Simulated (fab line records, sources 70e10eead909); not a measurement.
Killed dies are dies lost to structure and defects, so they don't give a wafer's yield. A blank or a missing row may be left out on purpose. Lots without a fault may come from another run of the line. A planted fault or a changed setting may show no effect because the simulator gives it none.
fab line records | flow nand_harc
record lots=12 wafers=36 last_day=33
route steps=1302 shown A_CONTACT@1080 END@1302
lots that met no fault: from a run of the same line without faults
start_h: hours from the record's first day to the start of the lot's first wafer shown | wait_h: hours since the lot's step before | " the same as in the row above | L1.1+2: a row that stands for several wafers | - no value, or no start given | * or withheld: withheld | < > ~ a bound
route shown NAME@n: a module of which the file shows steps, and the number in the route of the first | usual: mean/standard deviation of fault-free wafers | same: alike in all rows | chamber/n: place in a boat | sites: the reading at each site | _std_site: their standard deviation | _edge_site: outer sites' mean less inner sites' | radius_mm: how far each site lies from the wafer's centre | mask NAME#n: copy n | behind: the tool/chamber that last shaped the wafer | hold: why the lot was held/for how many hours/how that ended | device: the transistor (n, p or np) that didn't switch | end of line: the same wafers' tests at the end of the route | a step without rows: its recipe alone | killed: dies lost to structure and defects at the first sort, not the wafer's yield | map: a wafer's dies, x killed, . not, _ none there
set.NAME: the setting as run; set.NAME@STEP: as run at that earlier step | model.NAME: the simulator's own value behind a step, which no gauge read
steps of the route over a sample of lots; a table a step, a row a wafer
services: from which hour (start_h, from the record's first day; less than 0 if before it) a tool's chamber was out of use, for how many hours, and why
## steps
# step NHARC_A_CONTACT_INSPECT_10
# usual raw_defect_count=82/33
# columns lot.wafer tool chamber start_h wait_h raw_defect_count
L674.1 defect_inspect-01 - 502.02 0.0 123
L674.3 " - " " 112
L674.4 " - " " 124
L675.1 defect_inspect-02 - 529.48 0.0 56
L675.3 " - " " 51
L675.5 " - " " 71
L676.2 defect_inspect-02 - 536.72 0.0 102
L676.4 " - " " 88
L676.5 " - " " 98
L681.3 defect_inspect-02 - 574.10 0.0 62
L681.4 " - " " 63
L681.5 " - " " 64
L680.1 defect_inspect-02 - 578.96 0.0 148
L680.4 " - " " 145
L680.5 " - " " 154
L682.4 defect_inspect-01 - 590.35 0.0 68
L682.5 " - " " 74
L682.6 " - " " 66
L684.3 defect_inspect-01 - 605.30 0.0 89
L684.4 " - " " 72
L684.6 " - " " 76
L688.1 defect_inspect-02 - 663.17 0.0 65
L688.3 " - " " 70
L688.4 " - " " 65
L691.1 defect_inspect-01 - 671.47 0.0 100
L691.3 " - " " 99
L691.4 " - " " 106
L695.2 defect_inspect-02 - 726.07 0.0 23
L695.4 " - " " 23
L695.6 " - " " 23
L696.1 defect_inspect-02 - 746.47 0.0 95
L696.3 " - " " 86
L696.6 " - " " 88
L697.1 defect_inspect-01 - 749.60 0.0 123
L697.4 " - " " 132
L697.5 " - " " 143
# step NHARC_A_CONTACT_ETCH_30
# recipe target_depth_a=726 time_s=36.3 cf4_flow_sccm=100 chf3_flow_sccm=30 ar_flow_sccm=0 rf_w=500 bias_w=200 chemistry=CF4/CHF3
# usual drypump_motor_current_A=5.6/0.47 oes_product_au=0.930/0.016 rf_vpp_V=369.7/2.3 run_length_s=57.6/0.36 showerhead_plenum_p_Torr=1.55/0.068 throttle_valve_pct=16.803/0.0088
# columns lot.wafer tool chamber start_h wait_h drypump_motor_current_A oes_product_au rf_hours_counter_h rf_vpp_V run_length_s showerhead_plenum_p_Torr throttle_valve_pct
L674.3 rie_diel-02 1 502.61 - 6.3 0.921 29 372.3 57.4 1.60 16.821
L674.4 " 2 " " 6.3 0.926 30 368.8 57.7 1.55 16.791
L674.1 " 0 " " 5.1 0.920 32 371.8 57.4 1.58 16.799
L675.1 rie_diel-11 0 530.07 - 6.5 0.900 32 367.6 57.7 1.51 16.802
L675.3 " 2 " " 5.5 0.925 36 371.5 58.1 1.59 16.805
L675.5 " 0 " " 6.5 0.908 - 368.8 57.6 1.51 16.813
L676.4 rie_diel-09 2 537.31 - 5.2 0.928 6 367.3 57.5 1.46 16.804
L676.2 " 1 " " 5.4 0.941 7 370.7 57.6 1.60 16.823
L676.5 " 3 " " 6.0 0.911 - 372.9 57.7 1.66 16.803
L681.3 rie_diel-09 3 574.78 - 6.0 0.932 11 371.5 58.0 1.66 16.815
L681.5 " 3 " " 6.0 0.917 - 373.1 57.8 1.66 16.799
L681.4 " 1 " " 5.4 0.947 - 371.8 57.7 1.59 16.797
L680.1 rie_diel-09 0 579.69 - 5.3 0.931 13 367.1 57.2 1.47 16.792
L680.4 " 3 " " 6.0 0.922 - 372.6 57.8 1.66 16.806
L680.5 " 1 " " 5.4 0.943 - 370.8 57.4 1.59 16.796
L682.4 rie_diel-02 1 590.94 - 6.3 0.968 6 370.3 57.9 1.59 16.803
L682.5 " 3 " " 5.2 0.985 - 368.1 57.4 1.53 16.805
L682.6 " 0 " " 5.1 0.989 - 370.6 58.1 1.57 16.790
L684.3 rie_diel-02 2 605.89 - 6.3 0.935 7 369.7 57.8 1.54 16.806
L684.4 " 0 " " 5.1 0.930 9 370.5 58.2 1.57 16.800
L684.6 " 1 " " 6.3 0.926 - 370.5 57.3 1.59 16.800
L688.4 rie_diel-09 3 663.75 - 6.0 0.923 29 373.5 57.6 1.66 16.801
L688.1 " 0 " " 5.3 0.922 28 367.8 49.8 1.46 16.811
L688.3 " 1 " " 5.4 0.941 28 371.1 57.7 1.59 16.815
L691.1 rie_diel-11 2 672.15 - 5.5 0.938 22 371.5 58.0 1.58 16.794
L691.3 " 0 " " 6.5 0.916 22 369.1 57.5 1.50 16.805
L691.4 " 0 " " 6.5 0.931 - 368.4 57.8 1.50 16.807
L695.2 rie_diel-02 0 726.84 - 5.1 0.928 55 370.1 57.9 1.56 16.807
L695.4 " 1 " " 6.3 0.920 - 371.3 57.4 1.58 16.802
L695.6 " 3 " " 5.2 0.922 - 367.8 57.4 1.52 16.786
L696.1 rie_diel-02 0 747.06 - 5.1 0.939 61 370.8 57.9 1.56 16.810
L696.3 " 3 " " 5.2 0.931 58 369.5 57.2 1.52 16.807
L696.6 " 0 " " 5.1 0.943 - 369.6 57.9 1.56 16.794
L697.1 rie_diel-09 0 750.19 - 5.3 0.920 12 366.7 57.2 1.46 16.798
L697.4 " 1 " " 5.4 0.931 13 371.4 57.7 1.59 16.797
L697.5 " 0 " " 5.3 0.917 - 366.4 57.2 1.46 16.806
# step NHARC_A_CONTACT_ETCH_136
# recipe source_w=withheld pressure_mtorr=20 bias_v=1200 time_s=311 target_depth_a=19120 ar_flow_sccm=withheld c4f8_flow_sccm=withheld o2_flow_sccm=withheld chemistry=C4F8/O2/Ar
# usual run_length_s=311.1/0.31
# columns lot.wafer tool chamber start_h wait_h rf_hours_counter_h run_length_s
L674.1 har_cap_etch-03 0 503.69 0.2 46 311.0
L674.4 " 0 " " - 311.0
L674.3 " 1 " " - 311.0
L675.1 har_cap_etch-02 0 531.36 0.3 88 311.0
L675.3 " 0 " " - 311.0
L675.5 " 0 " " - 311.0
L676.2 har_cap_etch-02 0 538.54 0.3 89 311.0
L676.4 " 1 " " - 311.0
L676.5 " 1 " " - 311.0
L681.3 har_cap_etch-02 0 576.06 0.2 - 311.0
L681.4 " 1 " " - 311.0
L681.5 " 0 " " - 311.0
L680.1 har_cap_etch-03 0 581.67 0.2 61 311.0
L680.4 " 1 " " - 311.0
L680.5 " 1 " " - 311.0
L682.4 har_cap_etch-02 1 592.10 0.2 - 311.0
L682.6 " 1 " " - 311.0
L682.5 " 0 " " - 311.0
L684.4 har_cap_etch-01 0 607.07 0.2 - 311.0
L684.3 " 1 " " - 311.0
L684.6 " 1 " " - 311.0
L688.1 har_cap_etch-03 0 664.87 0.2 75 311.0
L688.4 " 1 " " - 311.0
L688.3 " 0 " " - 311.0
L691.1 har_cap_etch-01 1 673.39 0.2 30 311.0
L691.4 " 1 " " - 311.0
L691.3 " 0 " " - 311.0
L695.2 har_cap_etch-02 1 728.54 0.2 121 311.0
L695.4 " 1 " " - 311.0
L695.6 " 0 " " - 311.0
L696.1 har_cap_etch-03 1 748.17 0.2 90 311.0
L696.3 " 1 " " - 311.0
L696.6 " 1 " " - 311.0
L697.1 har_cap_etch-02 1 751.31 0.2 126 311.0
L697.4 " 1 " " - 311.0
L697.5 " 1 " " - 311.0
# step NHARC_A_CONTACT_ETCH_137
# recipe source_w=withheld pressure_mtorr=20 bias_v=1200 time_s=311 target_depth_a=19120 ar_flow_sccm=withheld c4f8_flow_sccm=withheld o2_flow_sccm=withheld chemistry=C4F8/O2/Ar
# usual run_length_s=311.06/0.29
# columns lot.wafer tool chamber start_h wait_h rf_hours_counter_h run_length_s
L674.1 har_cap_etch-03 0 503.97 0.2 46 311.00
L674.4 " 0 " " - 311.00
L674.3 " 1 " " - 311.00
L675.1 har_cap_etch-02 0 531.72 0.3 88 311.00
L675.3 " 0 " " - 311.00
L675.5 " 0 " " - 311.00
L676.2 har_cap_etch-02 0 538.90 0.3 89 311.00
L676.4 " 1 " " - 311.00
L676.5 " 1 " " - 311.00
L681.3 har_cap_etch-02 0 576.34 0.2 - 311.00
L681.4 " 1 " " - 311.00
L681.5 " 0 " " - 311.00
L680.1 har_cap_etch-03 0 581.94 0.2 61 311.00
L680.4 " 1 " " - 311.00
L680.5 " 1 " " - 311.00
L682.4 har_cap_etch-02 1 592.37 0.2 - 311.00
L682.6 " 1 " " - 311.00
L682.5 " 0 " " - 311.00
L684.4 har_cap_etch-01 0 607.34 0.2 - 311.00
L684.3 " 1 " " - 311.00
L684.6 " 1 " " - 311.00
L688.1 har_cap_etch-03 0 665.14 0.2 76 311.00
L688.4 " 1 " " - 311.00
L688.3 " 0 " " - 311.00
L691.1 har_cap_etch-01 1 673.67 0.2 30 311.00
L691.4 " 1 " " - 311.00
L691.3 " 0 " " - 311.00
L695.2 har_cap_etch-02 1 728.81 0.2 121 311.00
L695.4 " 1 " " - 311.00
L695.6 " 0 " " - 311.00
L696.1 har_cap_etch-03 1 748.44 0.2 90 311.00
L696.3 " 1 " " - 311.00
L696.6 " 1 " " - 311.00
L697.1 har_cap_etch-02 1 751.58 0.2 126 311.00
L697.4 " 1 " " - 311.00
L697.5 " 1 " " - 311.00
# step NHARC_END_SORT_01
# recipe temp_c=25
# usual killed_at_array=54/17 killed_at_other=1.0/1.4 killed_at_periphery=3.6/2.1 killed_dies=58/17 killed_open=3.2/2 killed_short=2.5/1.5
# same gross_dies=677
# columns lot.wafer tool chamber start_h wait_h killed_at_array killed_at_other killed_at_periphery killed_dies killed_open killed_short
L674.1 prober-02 0 553.05 2.5 68 0 3 71 2 3
L674.3 prober-02 0 554.64 3.1 63 0 3 66 2 3
L674.4 prober-02 0 555.44 3.4 67 0 9 76 5 2
L675.1 prober-02 0 578.92 2.5 49 1 3 53 3 1
L675.3 prober-02 0 580.53 3.1 46 0 4 50 4 1
L675.5 prober-02 0 582.15 3.7 56 3 7 66 7 1
L676.2 prober-01 0 587.53 2.8 54 1 2 57 4 4
L676.4 prober-01 0 589.14 3.4 57 0 4 61 6 3
L676.5 prober-01 0 589.94 3.7 59 2 3 64 5 5
L681.3 prober-02 0 626.53 3.1 48 3 2 53 3 1
L681.4 prober-02 0 627.31 3.4 50 0 4 54 5 5
L681.5 prober-02 0 628.10 3.6 36 0 3 39 3 6
L680.1 prober-01 0 629.66 2.5 61 1 4 66 3 3
L680.4 prober-01 0 632.04 3.4 83 1 1 85 3 2
L680.5 prober-01 0 632.84 3.7 86 3 3 92 2 2
L682.4 prober-01 0 640.65 3.4 52 0 3 55 3 4
L682.5 prober-01 0 641.45 3.7 54 0 3 57 4 4
L682.6 prober-01 0 642.25 4.0 40 0 3 43 3 2
L684.3 prober-01 0 656.15 3.1 36 4 5 45 3 2
L684.4 prober-01 0 656.95 3.4 58 7 2 67 2 3
L684.6 prober-01 0 658.54 4.0 52 3 4 59 3 1
L688.1 prober-02 0 710.95 2.5 87 0 2 89 3 1
L688.3 prober-02 0 712.53 3.1 52 1 1 54 3 1
L688.4 prober-02 0 713.32 3.4 62 0 4 66 3 3
L691.1 prober-02 0 722.15 2.5 68 0 8 76 0 5
L691.3 prober-02 0 723.73 3.1 64 0 2 66 1 0
L691.4 prober-02 0 724.52 3.4 72 2 1 75 3 2
L695.2 prober-02 0 780.25 2.8 32 0 3 35 6 4
L695.4 prober-02 0 781.87 3.4 24 5 3 32 5 4
L695.6 prober-02 0 783.48 4.0 28 2 2 32 3 5
L696.1 prober-01 0 799.01 2.5 73 1 0 74 3 1
L696.3 prober-01 0 800.59 3.1 70 0 3 73 3 4
L696.6 prober-01 0 802.95 3.9 57 0 5 62 7 4
L697.1 prober-02 0 799.05 2.5 72 0 3 75 3 5
L697.4 prober-02 0 801.43 3.4 97 1 2 100 5 2
L697.5 prober-02 0 802.22 3.7 85 1 3 89 0 4
# killed by level:class
L674.1 A_CHANNEL_HOLE_D1:chamber_film_flake=38 A_CHANNEL_HOLE_D2:chamber_film_flake=10 A_CONTACT:chamber_film_flake=8 A_CHANNEL_FILL_D1:chamber_film_flake=3 A_STAIRCASE:chamber_film_flake=3 A_M0:geometric_particle:open=2 P_STI:geometric_particle:short=1 A_SGD_CUT:geometric_particle:short=1
L674.3 A_CHANNEL_HOLE_D2:chamber_film_flake=36 A_CHANNEL_HOLE_D1:chamber_film_flake=9 A_CONTACT:chamber_film_flake=4 A_STAIRCASE:chamber_film_flake=3 A_SLIT:chamber_film_flake=3 P_CONTACT:chamber_film_flake=2 A_CHANNEL_FILL_D1:chamber_film_flake=2 A_WL_FILL:chamber_film_flake=2
L674.4 A_CHANNEL_HOLE_D1:chamber_film_flake=39 A_CHANNEL_HOLE_D2:chamber_film_flake=13 A_STAIRCASE:chamber_film_flake=8 P_GATE:geometric_particle:open=2 P_M0:geometric_particle:open=2 A_ONON_D1:geometric_particle:short=2 P_CONTACT:chamber_film_flake=2 A_CONTACT:chamber_film_flake=2
L675.1 A_SLIT:chamber_film_flake=22 A_CHANNEL_HOLE_D2:chamber_film_flake=14 A_CONTACT:chamber_film_flake=6 P_M1:chamber_film_flake=3 A_WL_FILL:chamber_film_flake=2 A_DECK1_JOINT:geometric_particle:short=1 A_ONON_D2:geometric_particle:open=1 A_CHANNEL_FILL_D2:geometric_particle:open=1
L675.3 A_SLIT:chamber_film_flake=21 A_CHANNEL_HOLE_D2:chamber_film_flake=10 A_CONTACT:chamber_film_flake=7 P_M1:chamber_film_flake=3 A_WL_FILL:chamber_film_flake=2 P_CONTACT:geometric_particle:open=1 A_CHANNEL_FILL_D2:geometric_particle:short=1 A_CONTACT:geometric_particle:open=1
L675.5 A_SLIT:chamber_film_flake=31 A_CHANNEL_HOLE_D2:chamber_film_flake=12 A_CONTACT:chamber_film_flake=4 THIN_TSV:chamber_film_flake=3 P_M0:geometric_particle:open=2 A_M0:geometric_particle:open=2 P_M1:chamber_film_flake=2 A_CHANNEL_FILL_D2:geometric_particle:short=1
L676.2 A_SLIT:chamber_film_flake=25 A_CHANNEL_HOLE_D1:chamber_film_flake=12 A_CHANNEL_HOLE_D2:chamber_film_flake=3 A_WL_FILL:chamber_film_flake=3 A_CHANNEL_HOLE_D2:geometric_particle:short=2 A_STAIRCASE:chamber_film_flake=2 A_CONTACT:chamber_film_flake=2 P_CONTACT:geometric_particle:open=1
L676.4 A_SLIT:chamber_film_flake=27 A_CHANNEL_HOLE_D1:chamber_film_flake=11 A_CHANNEL_HOLE_D2:chamber_film_flake=7 A_BONDPAD:chamber_film_flake=3 A_CHANNEL_FILL_D1:geometric_particle:open=2 A_ONON_D2:geometric_particle:open=2 P_GATE:chamber_film_flake=2 P_M0:geometric_particle:open=1
L676.5 A_SLIT:chamber_film_flake=30 A_CHANNEL_HOLE_D1:chamber_film_flake=9 A_CHANNEL_HOLE_D2:chamber_film_flake=7 A_M0:geometric_particle:open=2 A_WL_FILL:chamber_film_flake=2 A_CONTACT:chamber_film_flake=2 THIN_TSV:chamber_film_flake=2 P_GATE:geometric_particle:open=1
L681.3 A_CHANNEL_HOLE_D1:chamber_film_flake=27 A_CHANNEL_HOLE_D2:chamber_film_flake=9 THIN_TSV:chamber_film_flake=3 A_CHANNEL_FILL_D1:chamber_film_flake=2 A_DECK1_JOINT:chamber_film_flake=2 A_WL_FILL:chamber_film_flake=2 A_CONTACT:chamber_film_flake=2 P_GATE:geometric_particle:open=1
L681.4 A_CHANNEL_HOLE_D1:chamber_film_flake=16 A_CHANNEL_HOLE_D2:chamber_film_flake=13 A_CONTACT:chamber_film_flake=6 A_DECK1_JOINT:geometric_particle:open=2 A_CHANNEL_FILL_D2:geometric_particle:open=2 P_STI:chamber_film_flake=2 A_DECK1_JOINT:chamber_film_flake=2 A_WL_FILL:chamber_film_flake=2
L681.5 A_CHANNEL_HOLE_D1:chamber_film_flake=11 A_CHANNEL_HOLE_D2:chamber_film_flake=11 A_STAIRCASE:chamber_film_flake=4 A_ONON_D1:geometric_particle:short=2 A_ONON_D2:geometric_particle:short=2 A_ONON_D2:geometric_particle:open=2 P_GATE:geometric_particle:short=1 P_M0:geometric_particle:open=1
L680.1 A_SLIT:chamber_film_flake=30 A_CHANNEL_HOLE_D2:chamber_film_flake=14 A_CHANNEL_FILL_D1:chamber_film_flake=4 A_CONTACT:chamber_film_flake=4 A_CHANNEL_HOLE_D1:chamber_film_flake=3 P_M0:geometric_particle:open=2 P_M1:geometric_particle:short=2 A_ONON_D1:geometric_particle:short=1
L680.4 A_SLIT:chamber_film_flake=29 A_CHANNEL_HOLE_D2:chamber_film_flake=23 A_CHANNEL_HOLE_D1:chamber_film_flake=19 A_CHANNEL_FILL_D1:chamber_film_flake=3 A_DECK1_JOINT:chamber_film_flake=2 P_CONTACT:geometric_particle:open=1 A_ONON_D1:geometric_particle:short=1 A_CHANNEL_HOLE_D2:geometric_particle:short=1
L680.5 A_CHANNEL_HOLE_D1:chamber_film_flake=33 A_SLIT:chamber_film_flake=30 A_CHANNEL_HOLE_D2:chamber_film_flake=14 THIN_TSV:chamber_film_flake=3 A_ZERO_WELL:chamber_film_flake=2 A_SGD_CUT:chamber_film_flake=2 P_STI:geometric_particle:short=1 P_CONTACT:geometric_particle:open=1
L682.4 A_SLIT:chamber_film_flake=28 A_CHANNEL_HOLE_D2:chamber_film_flake=11 A_CHANNEL_HOLE_D1:chamber_film_flake=3 A_CONTACT:chamber_film_flake=3 A_ONON_D2:geometric_particle:short=2 A_STAIRCASE:chamber_film_flake=2 P_CONTACT:geometric_particle:open=1 P_M0:geometric_particle:short=1
L682.5 A_SLIT:chamber_film_flake=31 A_CHANNEL_HOLE_D2:chamber_film_flake=8 A_CHANNEL_HOLE_D1:chamber_film_flake=7 A_DECK1_JOINT:geometric_particle:open=2 A_WL_FILL:geometric_particle:short=2 A_ZERO_WELL:chamber_film_flake=2 P_GATE:geometric_particle:open=1 P_CONTACT:geometric_particle:open=1
L682.6 A_SLIT:chamber_film_flake=29 A_CHANNEL_HOLE_D2:chamber_film_flake=4 A_CONTACT:chamber_film_flake=3 A_M0:geometric_particle:open=2 P_M0:geometric_particle:open=1 P_M1:geometric_particle:short=1 A_ONON_D1:geometric_particle:short=1 P_M2:chamber_film_flake=1
L684.3 A_CHANNEL_HOLE_D2:chamber_film_flake=17 A_CHANNEL_HOLE_D1:chamber_film_flake=16 THIN_TSV:chamber_film_flake=4 A_WL_FILL:chamber_film_flake=2 P_GATE:geometric_particle:open=1 P_CONTACT:geometric_particle:short=1 P_CONTACT:geometric_particle:open=1 P_M0:geometric_particle:open=1
L684.4 A_CHANNEL_HOLE_D1:chamber_film_flake=35 A_CHANNEL_HOLE_D2:chamber_film_flake=14 THIN_TSV:chamber_film_flake=7 A_STAIRCASE:chamber_film_flake=2 P_GATE:geometric_particle:short=1 A_CHANNEL_FILL_D1:geometric_particle:short=1 A_ONON_D2:geometric_particle:short=1 A_ONON_D2:geometric_particle:open=1
L684.6 A_CHANNEL_HOLE_D1:chamber_film_flake=34 A_CHANNEL_HOLE_D2:chamber_film_flake=15 THIN_TSV:chamber_film_flake=3 P_CONTACT:geometric_particle:open=2 P_M2:geometric_particle:open=1 A_DECK1_JOINT:geometric_particle:short=1 P_M2:chamber_film_flake=1 A_CHANNEL_FILL_D1:chamber_film_flake=1
L688.1 A_SLIT:chamber_film_flake=33 A_CONTACT:area_etch=29 A_CHANNEL_HOLE_D1:chamber_film_flake=12 A_CONTACT:chamber_film_flake=6 P_CONTACT:geometric_particle:open=1 A_ONON_D1:geometric_particle:short=1 A_CHANNEL_FILL_D1:geometric_particle:open=1 A_CONTACT:geometric_particle:open=1
L688.3 A_SLIT:chamber_film_flake=38 A_CHANNEL_HOLE_D1:chamber_film_flake=6 A_BLC:chamber_film_flake=3 A_CONTACT:chamber_film_flake=2 P_M1:geometric_particle:short=1 A_CHANNEL_HOLE_D1:geometric_particle:open=1 A_DECK1_JOINT:geometric_particle:open=1 STARTING-WAFER:geometric_particle:open=1
L688.4 A_SLIT:chamber_film_flake=36 A_CHANNEL_HOLE_D1:chamber_film_flake=9 A_CONTACT:chamber_film_flake=5 A_BLC:chamber_film_flake=4 P_STI:chamber_film_flake=3 A_STAIRCASE:chamber_film_flake=2 P_CONTACT:geometric_particle:short=1 A_ONON_D1:geometric_particle:short=1
L691.1 A_SLIT:chamber_film_flake=24 A_CHANNEL_HOLE_D2:chamber_film_flake=18 A_CHANNEL_HOLE_D1:chamber_film_flake=14 A_STAIRCASE:chamber_film_flake=5 P_STI:chamber_film_flake=4 A_CHANNEL_FILL_D1:chamber_film_flake=4 P_GATE:chamber_film_flake=2 P_GATE:geometric_particle:short=1
L691.3 A_CHANNEL_HOLE_D2:chamber_film_flake=23 A_SLIT:chamber_film_flake=20 A_CHANNEL_HOLE_D1:chamber_film_flake=10 A_STAIRCASE:chamber_film_flake=4 A_CONTACT:chamber_film_flake=4 A_CHANNEL_FILL_D1:chamber_film_flake=2 A_BLC:geometric_particle:open=1 P_STI:chamber_film_flake=1
L691.4 A_SLIT:chamber_film_flake=34 A_CHANNEL_HOLE_D2:chamber_film_flake=20 A_CHANNEL_HOLE_D1:chamber_film_flake=6 A_CHANNEL_FILL_D1:chamber_film_flake=3 A_STAIRCASE:chamber_film_flake=3 A_WL_FILL:geometric_particle:open=2 A_CHANNEL_FILL_D1:geometric_particle:short=1 A_CHANNEL_FILL_D2:geometric_particle:open=1
L695.2 A_STAIRCASE:chamber_film_flake=8 A_CONTACT:chamber_film_flake=6 A_SLIT:chamber_film_flake=4 A_CHANNEL_HOLE_D1:chamber_film_flake=2 P_CONTACT:geometric_particle:short=1 P_M0:geometric_particle:open=1 A_ONON_D1:geometric_particle:open=1 A_CHANNEL_FILL_D1:geometric_particle:open=1
L695.4 A_SLIT:chamber_film_flake=6 A_STAIRCASE:chamber_film_flake=4 THIN_TSV:chamber_film_flake=4 A_CONTACT:chamber_film_flake=3 P_M0:geometric_particle:open=1 A_SOURCE_PLATE:geometric_particle:short=1 A_CHANNEL_FILL_D1:geometric_particle:open=1 A_CHANNEL_FILL_D1:geometric_particle:short=1
L695.6 A_STAIRCASE:chamber_film_flake=4 A_SLIT:chamber_film_flake=4 A_CONTACT:chamber_film_flake=4 A_ONON_D1:geometric_particle:short=2 A_CHANNEL_HOLE_D1:unspecified=2 A_WL_FILL:chamber_film_flake=2 THIN_TSV:chamber_film_flake=2 A_ONON_D1:geometric_particle:open=1
L696.1 A_SLIT:chamber_film_flake=36 A_CHANNEL_HOLE_D1:chamber_film_flake=22 A_STAIRCASE:chamber_film_flake=5 A_CHANNEL_FILL_D1:chamber_film_flake=3 A_WL_FILL:chamber_film_flake=3 A_CHANNEL_FILL_D1:geometric_particle:open=1 A_ONON_D2:geometric_particle:open=1 A_ONON_D2:geometric_particle:short=1
L697.1 A_CHANNEL_HOLE_D2:chamber_film_flake=28 A_CHANNEL_HOLE_D1:chamber_film_flake=11 A_CONTACT:chamber_film_flake=10 A_SLIT:chamber_film_flake=8 A_STAIRCASE:chamber_film_flake=3 P_ZERO_WELL:chamber_film_flake=2 A_CHANNEL_FILL_D1:chamber_film_flake=2 P_CONTACT:geometric_particle:short=1
L696.3 A_SLIT:chamber_film_flake=32 A_CHANNEL_HOLE_D1:chamber_film_flake=22 A_CONTACT:chamber_film_flake=6 A_ONON_D2:geometric_particle:short=2 P_ZERO_WELL:chamber_film_flake=2 A_WL_FILL:chamber_film_flake=2 P_M0:geometric_particle:short=1 A_CHANNEL_FILL_D1:geometric_particle:open=1
L697.4 A_CHANNEL_HOLE_D2:chamber_film_flake=32 A_SLIT:chamber_film_flake=29 A_CHANNEL_HOLE_D1:chamber_film_flake=19 A_CONTACT:chamber_film_flake=5 A_CHANNEL_FILL_D1:chamber_film_flake=3 P_GATE:geometric_particle:short=1 P_CONTACT:geometric_particle:open=1 A_CHANNEL_FILL_D1:geometric_particle:open=1
L697.5 A_SLIT:chamber_film_flake=31 A_CHANNEL_HOLE_D1:chamber_film_flake=22 A_CHANNEL_HOLE_D2:chamber_film_flake=20 A_CONTACT:chamber_film_flake=4 P_M0:geometric_particle:short=1 A_ONON_D2:geometric_particle:short=1 A_CHANNEL_HOLE_D2:geometric_particle:short=1 A_BLC:geometric_particle:short=1
L696.6 A_SLIT:chamber_film_flake=25 A_CHANNEL_HOLE_D1:chamber_film_flake=10 A_STAIRCASE:chamber_film_flake=5 A_CONTACT:chamber_film_flake=4 A_WL_FILL:chamber_film_flake=3 P_GATE:geometric_particle:open=2 A_CHANNEL_FILL_D2:geometric_particle:open=2 P_ZERO_WELL:chamber_film_flake=2
## services
# columns tool chamber start_h hours kind
har_cap_etch-01 - 489.61 0.3 repair
har_cap_etch-01 - 497.00 17.0 pm
rie_diel-09 - 497.26 9.0 pm
rie_diel-09 0 497.26 9.0 vent_cycle
rie_diel-09 1 497.26 9.0 vent_cycle
rie_diel-09 2 497.26 9.0 vent_cycle
rie_diel-09 3 497.26 9.0 vent_cycle
rie_diel-02 0 500.91 - clean
rie_diel-02 1 500.91 - clean
rie_diel-02 2 500.91 - clean
rie_diel-02 3 500.91 - clean
rie_diel-09 0 506.26 - clean
rie_diel-02 3 511.41 3.6 repair
rie_diel-09 0 530.82 5.3 repair
har_cap_etch-01 - 541.29 0.2 repair
rie_diel-02 - 570.87 9.0 pm
rie_diel-09 2 572.13 18.2 repair
rie_diel-11 - 609.86 9.0 pm
rie_diel-11 1 658.13 4.1 repair
rie_diel-11 3 658.46 15.1 repair
rie_diel-02 1 663.23 13.8 repair
rie_diel-09 - 674.26 9.0 pm
rie_diel-02 2 725.34 8.4 repair
rie_diel-02 - 747.87 9.0 pm
## key
first_sign step=NHARC_A_CONTACT_ETCH_30 reading=run_length_s direction=down sigmas=22 usual=* struck=*
more_kills_born_at NHARC_A_CONTACT_ETCH_30@rie_diel-09=29
met_at NHARC_A_CONTACT_ETCH_30
struck_lots L688
struck_wafers L688.1
tester_left_out L688
not_acting_at NHARC_A_CONTACT_INSPECT_10,NHARC_A_CONTACT_ETCH_136,NHARC_A_CONTACT_ETCH_137
onset_between 579.69 663.75
fault kind=process_parameter_drift tool=rie_diel-09 chamber=0 onset_h=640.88 steps=NHARC_A_CONTACT_ETCH_30 channel=time_s offset=* shape=step end_h=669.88 acts_in=* stated=*
# tester_left_out: of these lots the tester's yield and bins aren't shown, on N5 and GAA mostly nor the transistor test; their killed dies are dies lost to structure and defects alone, not to doping, threshold or leakage, so they don't give the yield
